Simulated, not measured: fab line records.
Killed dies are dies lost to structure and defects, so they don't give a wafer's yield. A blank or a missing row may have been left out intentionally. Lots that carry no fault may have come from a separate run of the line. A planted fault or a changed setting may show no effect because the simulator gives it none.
The tool behind it: which one? | flow n5Finfet | 24 lots with 72 wafers sampled at 6 steps, on a route of 1938 steps

WHAT THE GAUGES SHOWED, per wafer
Not one reading of a measure or inspect step in the record can be checked against a usual standard deviation.

WHICH TOOL RAN EACH LOT (tool, then ch and the chambers of the sampled wafers, then the start)
lot  | N5_BEOL_M6_SPUTTER_48       | N5_BEOL_M7_DESCUM_33              | N5_BEOL_M7_ETCH_72                | N5_BEOL_M7_ETCH_41                           | N5_BEOL_M7_DEGAS_44         | N5_BEOL_M7_DEP_56
L074 | pvdSputter-02, day 8 18:58  | rieDiel-02 ch 0,1,3, day 8 23:29  | rieDiel-02 ch 0,1,3, day 8 23:31  | rieDiel-02 ch 0,1,3, day 9 00:53 or earlier  | pvdSputter-03, day 9 00:53  | pecvd-04 ch 0,1,2, day 9 04:37
L075 | pvdSputter-01, day 8 20:41  | rieDiel-01 ch 0,2, day 9 02:32    | rieDiel-01 ch 0,2, day 9 02:35    | rieDiel-01 ch 0,2, day 9 03:41 or earlier    | pvdSputter-03, day 9 03:41  | pecvd-02 ch 1,2, day 9 05:19
L076 | pvdSputter-01, day 9 07:52  | rieDiel-03 ch 0,2,3, day 9 12:13  | rieDiel-03 ch 0,2,3, day 9 12:16  | rieDiel-03 ch 0,2,3, day 9 15:13 or earlier  | pvdSputter-03, day 9 15:13  | pecvd-02 ch 0,1, day 9 16:58
L077 | pvdSputter-02, day 9 12:21  | rieDiel-03 ch 2,3, day 9 17:46    | rieDiel-03 ch 2,3, day 9 17:47    | rieDiel-03 ch 2,3, day 9 19:11 or earlier    | pvdSputter-03, day 9 19:11  | pecvd-04 ch 0,1,2, day 9 21:02
L079 | pvdSputter-01, day 9 20:49  | rieDiel-01 ch 1,3, day 10 02:32   | rieDiel-01 ch 1,3, day 10 02:34   | rieDiel-01 ch 1,3, day 10 03:34 or earlier   | pvdSputter-02, day 10 03:34 | pecvd-04 ch 0,1, day 10 05:01
L078 | pvdSputter-02, day 9 21:52  | rieDiel-03 ch 1,2,3, day 10 03:16 | rieDiel-03 ch 1,2,3, day 10 03:17 | rieDiel-03 ch 1,2,3, day 10 04:32 or earlier | pvdSputter-03, day 10 04:32 | pecvd-01 ch 0,1,2, day 10 07:08
L080 | pvdSputter-02, day 10 04:22 | rieDiel-02 ch 0,1,3, day 10 08:24 | rieDiel-02 ch 0,1,3, day 10 08:26 | rieDiel-02 ch 0,1,3, day 10 10:02 or earlier | pvdSputter-03, day 10 10:02 | pecvd-04 ch 0,1,2, day 10 13:00
L082 | pvdSputter-01, day 10 06:05 | rieDiel-02 ch 0,3, day 10 09:52   | rieDiel-02 ch 0,3, day 10 09:53   | rieDiel-02 ch 0,3, day 10 12:14 or earlier   | pvdSputter-03, day 10 12:14 | pecvd-01 ch 0,1,2, day 10 14:09
L081 | pvdSputter-02, day 10 07:25 | rieDiel-01 ch 0,2,3, day 10 12:28 | rieDiel-01 ch 0,2,3, day 10 12:31 | rieDiel-01 ch 0,2,3, day 10 14:43 or earlier | pvdSputter-01, day 10 14:43 | pecvd-01 ch 0,1,2, day 10 16:11
L083 | pvdSputter-03, day 10 09:48 | rieDiel-03 ch 0,2,3, day 10 14:12 | rieDiel-03 ch 0,2,3, day 10 14:14 | rieDiel-03 ch 0,2,3, day 10 15:31 or earlier | pvdSputter-01, day 10 15:31 | pecvd-01 ch 0,2, day 10 18:07
L084 | pvdSputter-01, day 11 05:48 | rieDiel-01 ch 1,2,3, day 11 10:50 | rieDiel-01 ch 1,2,3, day 11 10:53 | rieDiel-01 ch 1,2,3, day 11 11:56 or earlier | pvdSputter-03, day 11 11:56 | pecvd-04 ch 1,2, day 11 13:42
L085 | pvdSputter-01, day 11 20:08 | rieDiel-03 ch 0,1,2, day 12 02:09 | rieDiel-03 ch 0,1,2, day 12 02:11 | rieDiel-03 ch 0,1,2, day 12 03:09 or earlier | pvdSputter-01, day 12 03:09 | pecvd-01 ch 1,2, day 12 04:58
L086 | pvdSputter-02, day 11 20:23 | rieDiel-02 ch 1,2,3, day 12 02:11 | rieDiel-02 ch 1,2,3, day 12 02:14 | rieDiel-02 ch 1,2,3, day 12 03:23 or earlier | pvdSputter-03, day 12 03:23 | pecvd-02 ch 0,1,2, day 12 05:34
L087 | pvdSputter-01, day 12 00:08 | rieDiel-03 ch 1,2, day 12 04:34   | rieDiel-03 ch 1,2, day 12 04:37   | rieDiel-03 ch 1,2, day 12 05:36 or earlier   | pvdSputter-02, day 12 05:36 | pecvd-04 ch 0,1,2, day 12 07:08
L088 | pvdSputter-03, day 12 00:32 | rieDiel-01 ch 0,2,3, day 12 05:08 | rieDiel-01 ch 0,2,3, day 12 05:10 | rieDiel-01 ch 0,2,3, day 12 06:11 or earlier | pvdSputter-03, day 12 06:11 | pecvd-01 ch 1,2, day 12 07:40
L089 | pvdSputter-03, day 12 04:10 | rieDiel-03 ch 2,3, day 12 10:38   | rieDiel-03 ch 2,3, day 12 10:40   | rieDiel-03 ch 2,3, day 12 11:41 or earlier   | pvdSputter-03, day 12 11:41 | pecvd-01 ch 1,2, day 12 14:01
L090 | pvdSputter-02, day 12 19:09 | rieDiel-01 ch 0,1, day 13 01:31   | rieDiel-01 ch 0,1, day 13 01:33   | rieDiel-01 ch 0,1, day 13 02:35 or earlier   | pvdSputter-01, day 13 02:35 | pecvd-01 ch 1,2, day 13 04:44
L091 | pvdSputter-01, day 12 19:21 | rieDiel-03 ch 0,1,2, day 13 01:20 | rieDiel-03 ch 0,1,2, day 13 01:22 | rieDiel-03 ch 0,1,2, day 13 02:18 or earlier | pvdSputter-02, day 13 02:18 | pecvd-01 ch 1,2, day 13 04:40
L092 | pvdSputter-02, day 12 22:34 | rieDiel-03 ch 0,1,2, day 13 03:33 | rieDiel-03 ch 0,1,2, day 13 03:35 | rieDiel-03 ch 0,1,2, day 13 04:43 or earlier | pvdSputter-03, day 13 04:43 | pecvd-02 ch 1,2, day 13 06:19
L093 | pvdSputter-02, day 13 10:52 | rieDiel-01 ch 0,1, day 13 19:08   | rieDiel-01 ch 0,1, day 13 19:11   | rieDiel-01 ch 0,1, day 13 20:17 or earlier   | pvdSputter-03, day 13 20:17 | pecvd-04 ch 0,1,2, day 13 21:47
L094 | pvdSputter-01, day 13 21:03 | rieDiel-03 ch 0,1, day 14 01:49   | rieDiel-03 ch 0,1, day 14 01:51   | rieDiel-03 ch 0,1, day 14 03:10 or earlier   | pvdSputter-01, day 14 03:10 | pecvd-04 ch 1,2, day 14 08:05
L095 | pvdSputter-03, day 13 23:59 | rieDiel-02 ch 1,2,3, day 14 08:31 | rieDiel-02 ch 1,2,3, day 14 08:33 | rieDiel-02 ch 1,2,3, day 14 09:35 or earlier | pvdSputter-01, day 14 09:35 | pecvd-01 ch 0,1, day 14 11:54
L096 | pvdSputter-02, day 14 00:14 | rieDiel-01 ch 0,1, day 14 08:34   | rieDiel-01 ch 0,1, day 14 08:36   | rieDiel-01 ch 0,1, day 14 10:15 or earlier   | pvdSputter-03, day 14 10:15 | pecvd-01 ch 0,1, day 14 12:58
L097 | pvdSputter-01, day 14 07:12 | rieDiel-02 ch 0,2, day 14 11:31   | rieDiel-02 ch 0,2, day 14 11:33   | rieDiel-02 ch 0,2, day 14 14:05 or earlier   | pvdSputter-02, day 14 14:05 | pecvd-01 ch 0,2, day 14 15:43
- N5_BEOL_M6_SPUTTER_48: material Cu, target thk 10 nm, time 1.667 s.
- N5_BEOL_M7_DESCUM_33: chemistry O2, time 7 s.
- N5_BEOL_M7_ETCH_72: etches underlayer in N2/H2, target depth 6.5 nm, time 5.2 s.
- N5_BEOL_M7_ETCH_41: etches SiCN in CH3F/O2, target depth 31.9 nm, time 57.8 s.
- N5_BEOL_M7_DEGAS_44: time 60 s.
- N5_BEOL_M7_DEP_56: deposits SiCN from 3MS/NH3, target thk 10 nm, time 17.5 s.

WHAT THE TOOLS THEMSELVES READ (means of the sampled wafers that have a number; where no wafer has one, the mark that the record gives instead)
N5_BEOL_M6_SPUTTER_48.
lot  | tool          | throttleValvePct (%)
L074 | pvdSputter-02 | 30.6
L075 | pvdSputter-01 | 29.5
L076 | pvdSputter-01 | 29.1
L077 | pvdSputter-02 | 29.3
L079 | pvdSputter-01 | 28.8
L078 | pvdSputter-02 | 30.0
L080 | pvdSputter-02 | 30.5
L082 | pvdSputter-01 | 30.0
L081 | pvdSputter-02 | 30.2
L083 | pvdSputter-03 | 29.8
L084 | pvdSputter-01 | 29.8
L085 | pvdSputter-01 | 28.5
L086 | pvdSputter-02 | 30.1
L087 | pvdSputter-01 | 29.6
L088 | pvdSputter-03 | 29.3
L089 | pvdSputter-03 | 30.1
L090 | pvdSputter-02 | 30.0
L091 | pvdSputter-01 | 29.6
L092 | pvdSputter-02 | 30.8
L093 | pvdSputter-02 | 30.7
L094 | pvdSputter-01 | 29.2
L095 | pvdSputter-03 | 29.0
L096 | pvdSputter-02 | 29.8
L097 | pvdSputter-01 | 28.8

N5_BEOL_M7_DESCUM_33.
lot  | tool       | drypumpMotorCurrentA (A) | oesProductAu (a.u.) | rfVppV (V) | showerheadPlenumPTorr (Torr) | throttleValvePct (%)
L074 | rieDiel-02 | 5.5                      | 0.81                | 244.4      | 2.17                         | 20.33
L075 | rieDiel-01 | 5.8                      | 0.84                | 244.9      | 2.13                         | 20.20
L076 | rieDiel-03 | 5.8                      | 0.78                | 243.5      | 2.11                         | 20.41
L077 | rieDiel-03 | 5.2                      | 0.83                | 243.3      | 2.08                         | 20.27
L079 | rieDiel-01 | 6.0                      | 0.81                | 244.4      | 2.19                         | 20.43
L078 | rieDiel-03 | 5.6                      | 0.78                | 243.5      | 2.12                         | 20.39
L080 | rieDiel-02 | 5.5                      | 0.78                | 244.5      | 2.17                         | 20.35
L082 | rieDiel-02 | 5.2                      | 0.77                | 243.8      | 2.18                         | 20.46
L081 | rieDiel-01 | 5.9                      | 0.78                | 243.7      | 2.12                         | 20.29
L083 | rieDiel-03 | 5.9                      | 0.78                | 243.6      | 2.10                         | 20.43
L084 | rieDiel-01 | 6.0                      | 0.75                | 243.8      | 2.16                         | 20.35
L085 | rieDiel-03 | 5.9                      | 0.77                | 242.9      | 2.09                         | 20.36
L086 | rieDiel-02 | 6.0                      | 0.78                | 243.4      | 2.13                         | 20.36
L087 | rieDiel-03 | 5.3                      | 0.81                | 243.1      | 2.07                         | 20.21
L088 | rieDiel-01 | 5.9                      | 0.76                | 243.8      | 2.12                         | 20.31
L089 | rieDiel-03 | 5.3                      | 0.79                | 243.1      | 2.08                         | 20.30
L090 | rieDiel-01 | 5.9                      | 0.84                | 245.3      | 2.19                         | 20.39
L091 | rieDiel-03 | 5.9                      | 0.76                | 243.5      | 2.09                         | 20.38
L092 | rieDiel-03 | 5.9                      | 0.76                | 243.8      | 2.09                         | 20.37
L093 | rieDiel-01 | 5.9                      | 0.84                | 245.2      | 2.19                         | 20.39
L094 | rieDiel-03 | 6.5                      | 0.72                | 242.8      | 2.11                         | 20.53
L095 | rieDiel-02 | 6.0                      | 0.76                | 243.6      | 2.12                         | 20.39
L096 | rieDiel-01 | 5.8                      | 0.84                | 243.9      | 2.14                         | 20.35
L097 | rieDiel-02 | 6.0                      | 0.78                | 242.6      | 2.08                         | 20.48

N5_BEOL_M7_ETCH_72.
lot  | tool       | drypumpMotorCurrentA (A) | etchRfOnTimeS (s) | oesProductAu (a.u.) | rfVppV (V) | showerheadPlenumPTorr (Torr) | throttleValvePct (%)
L074 | rieDiel-02 | 5.5                      | 5.18              | 0.68                | 526.4      | 2.62                         | 17.66
L075 | rieDiel-01 | 5.8                      | 5.09              | 0.72                | 526.4      | 2.60                         | 17.73
L076 | rieDiel-03 | 5.8                      | 5.24              | 0.67                | 523.1      | 2.56                         | 17.89
L077 | rieDiel-03 | 5.2                      | 5.26              | 0.70                | 524.1      | 2.54                         | 17.74
L079 | rieDiel-01 | 6.0                      | 5.19              | 0.69                | 525.2      | 2.62                         | 17.68
L078 | rieDiel-03 | 5.7                      | 5.27              | 0.65                | 525.4      | 2.59                         | 17.86
L080 | rieDiel-02 | 5.4                      | 5.25              | 0.67                | 526.4      | 2.61                         | 17.68
L082 | rieDiel-02 | 5.2                      | 5.25              | 0.65                | 525.6      | 2.63                         | 17.77
L081 | rieDiel-01 | 5.9                      | 5.15              | 0.66                | 524.4      | 2.58                         | 17.75
L083 | rieDiel-03 | 5.8                      | 5.25              | 0.65                | 523.5      | 2.56                         | 17.90
L084 | rieDiel-01 | 6.0                      | 5.25              | 0.64                | 526.1      | 2.60                         | 17.70
L085 | rieDiel-03 | 5.9                      | 5.34              | 0.65                | 524.8      | 2.55                         | 17.87
L086 | rieDiel-02 | 5.9                      | 5.23              | 0.67                | 524.5      | 2.59                         | 17.81
L087 | rieDiel-03 | 5.3                      | 5.25              | 0.68                | 524.0      | 2.53                         | 17.71
L088 | rieDiel-01 | 5.9                      | 5.20              | 0.65                | 524.8      | 2.57                         | 17.78
L089 | rieDiel-03 | 5.2                      | 5.35              | 0.67                | 523.7      | 2.53                         | 17.78
L090 | rieDiel-01 | 5.9                      | 5.10              | 0.71                | 525.9      | 2.63                         | 17.69
L091 | rieDiel-03 | 5.9                      | 5.38              | 0.64                | 524.0      | 2.55                         | 17.88
L092 | rieDiel-03 | 5.9                      | 5.36              | 0.65                | 523.7      | 2.55                         | 17.89
L093 | rieDiel-01 | 5.9                      | 5.12              | 0.71                | 525.5      | 2.63                         | 17.71
L094 | rieDiel-03 | 6.5                      | 5.35              | 0.61                | 525.0      | 2.57                         | 18.05
L095 | rieDiel-02 | 5.9                      | 5.33              | 0.65                | 524.6      | 2.58                         | 17.84
L096 | rieDiel-01 | 5.8                      | 5.06              | 0.72                | 525.6      | 2.60                         | 17.77
L097 | rieDiel-02 | 6.0                      | 5.34              | 0.65                | 523.1      | 2.55                         | 18.02

N5_BEOL_M7_ETCH_41.
lot  | tool       | CH3F_flow_sccm (sccm) | drypumpMotorCurrentA (A) | oesProductAu (a.u.) | rfVppV (V) | showerheadPlenumPTorr (Torr) | throttleValvePct (%)
L074 | rieDiel-02 | 30.09                 | 5.5                      | 0.80                | 299.5      | 2.06                         | 16.16
L075 | rieDiel-01 | 29.97                 | 5.8                      | 0.84                | 298.9      | 2.04                         | 16.18
L076 | rieDiel-03 | 30.01                 | 5.9                      | 0.78                | 297.1      | 2.02                         | 16.33
L077 | rieDiel-03 | 29.99                 | 5.2                      | 0.82                | 296.9      | 2.00                         | 16.24
L079 | rieDiel-01 | 29.95                 | 6.0                      | 0.80                | 298.5      | 2.07                         | 16.23
L078 | rieDiel-03 | 29.90                 | 5.7                      | 0.77                | 298.3      | 2.04                         | 16.37
L080 | rieDiel-02 | 30.00                 | 5.5                      | 0.79                | 299.1      | 2.06                         | 16.18
L082 | rieDiel-02 | 29.98                 | 5.3                      | 0.77                | 299.6      | 2.08                         | 16.30
L081 | rieDiel-01 | 29.92                 | 5.9                      | 0.77                | 297.7      | 2.02                         | 16.23
L083 | rieDiel-03 | 29.92                 | 5.8                      | 0.78                | 297.4      | 2.02                         | 16.34
L084 | rieDiel-01 | 29.92                 | 6.0                      | 0.75                | 297.7      | 2.05                         | 16.21
L085 | rieDiel-03 | 30.02                 | 5.9                      | 0.76                | 297.1      | 2.03                         | 16.39
L086 | rieDiel-02 | 30.03                 | 5.9                      | 0.77                | 298.0      | 2.03                         | 16.22
L087 | rieDiel-03 | 30.03                 | 5.3                      | 0.80                | 297.9      | 2.01                         | 16.29
L088 | rieDiel-01 | 30.01                 | 5.9                      | 0.76                | 297.1      | 2.02                         | 16.25
L089 | rieDiel-03 | 30.02                 | 5.3                      | 0.79                | 296.4      | 2.00                         | 16.28
L090 | rieDiel-01 | 29.98                 | 5.9                      | 0.84                | 299.1      | 2.08                         | 16.23
L091 | rieDiel-03 | 29.93                 | 5.9                      | 0.75                | 298.1      | 2.02                         | 16.41
L092 | rieDiel-03 | 29.93                 | 5.9                      | 0.75                | 297.5      | 2.02                         | 16.41
L093 | rieDiel-01 | 29.99                 | 5.9                      | 0.84                | 298.9      | 2.08                         | 16.25
L094 | rieDiel-03 | 30.08                 | 6.5                      | 0.72                | 297.2      | 2.04                         | 16.52
L095 | rieDiel-02 | 29.87                 | 5.9                      | 0.75                | 298.5      | 2.02                         | 16.27
L096 | rieDiel-01 | 30.00                 | 5.8                      | 0.83                | 298.2      | 2.05                         | 16.29
L097 | rieDiel-02 | 29.97                 | 6.0                      | 0.77                | 297.1      | 2.00                         | 16.37

N5_BEOL_M7_DEGAS_44.
lot  | tool          | heaterPowerW (W)
L074 | pvdSputter-03 | 304
L075 | pvdSputter-03 | 292
L076 | pvdSputter-03 | 322
L077 | pvdSputter-03 | 317
L079 | pvdSputter-02 | 359
L078 | pvdSputter-03 | 315
L080 | pvdSputter-03 | 330
L082 | pvdSputter-03 | 315
L081 | pvdSputter-01 | 320
L083 | pvdSputter-01 | 354
L084 | pvdSputter-03 | 314
L085 | pvdSputter-01 | 333
L086 | pvdSputter-03 | 306
L087 | pvdSputter-02 | 339
L088 | pvdSputter-03 | 301
L089 | pvdSputter-03 | 315
L090 | pvdSputter-01 | 325
L091 | pvdSputter-02 | 359
L092 | pvdSputter-03 | 315
L093 | pvdSputter-03 | 306
L094 | pvdSputter-01 | 338
L095 | pvdSputter-01 | 330
L096 | pvdSputter-03 | 304
L097 | pvdSputter-02 | 330

N5_BEOL_M7_DEP_56.
lot  | tool     | showerheadPlenumPTorr (Torr) | throttleValvePct (%)
L074 | pecvd-04 | 3.666                        | 8.95
L075 | pecvd-02 | 3.664                        | 9.22
L076 | pecvd-02 | 3.663                        | 9.11
L077 | pecvd-04 | 3.666                        | 9.04
L079 | pecvd-04 | 3.678                        | 8.91
L078 | pecvd-01 | 3.655                        | 9.10
L080 | pecvd-04 | 3.665                        | 8.92
L082 | pecvd-01 | 3.658                        | 8.99
L081 | pecvd-01 | 3.657                        | 9.11
L083 | pecvd-01 | 3.665                        | 8.78
L084 | pecvd-04 | 3.679                        | 8.95
L085 | pecvd-01 | 3.657                        | 9.28
L086 | pecvd-02 | 3.658                        | 8.83
L087 | pecvd-04 | 3.665                        | 8.86
L088 | pecvd-01 | 3.659                        | 9.09
L089 | pecvd-01 | 3.657                        | 9.19
L090 | pecvd-01 | 3.664                        | 9.09
L091 | pecvd-01 | 3.666                        | 9.04
L092 | pecvd-02 | 3.660                        | 9.01
L093 | pecvd-04 | 3.664                        | 9.06
L094 | pecvd-04 | 3.689                        | 8.91
L095 | pecvd-01 | 3.648                        | 9.21
L096 | pecvd-01 | 3.653                        | 9.28
L097 | pecvd-01 | 3.658                        | 8.93

THE ANSWER, worked out from the rows above alone
Rule: what is usual is taken from the lots themselves. Put in order of their means at a reading, lots are off if they are a third of the lots or fewer, leave a main group of 4 or more, and stand apart from it by a gap of 3 or more times the standard deviation of the main group's means; of several such gaps the widest counts. A main group is skipped when, at the precision printed for the reading in the tables above, its means are all equal. Also off: a lot with no number at a reading for which 4 or more lots have one. All remaining lots with rows at the step are treated as sound. Order of review: gauges by route order, followed by the tools' own readings, for which a lot's mean as printed above is used. At the first step where some lot is off, the reading lying furthest off is the one used; lots without a number count as furthest.
Across all readings shown, no lot is off: no conclusion can be drawn from this.

WHAT HAD BEEN PUT IN BY THE SIMULATOR
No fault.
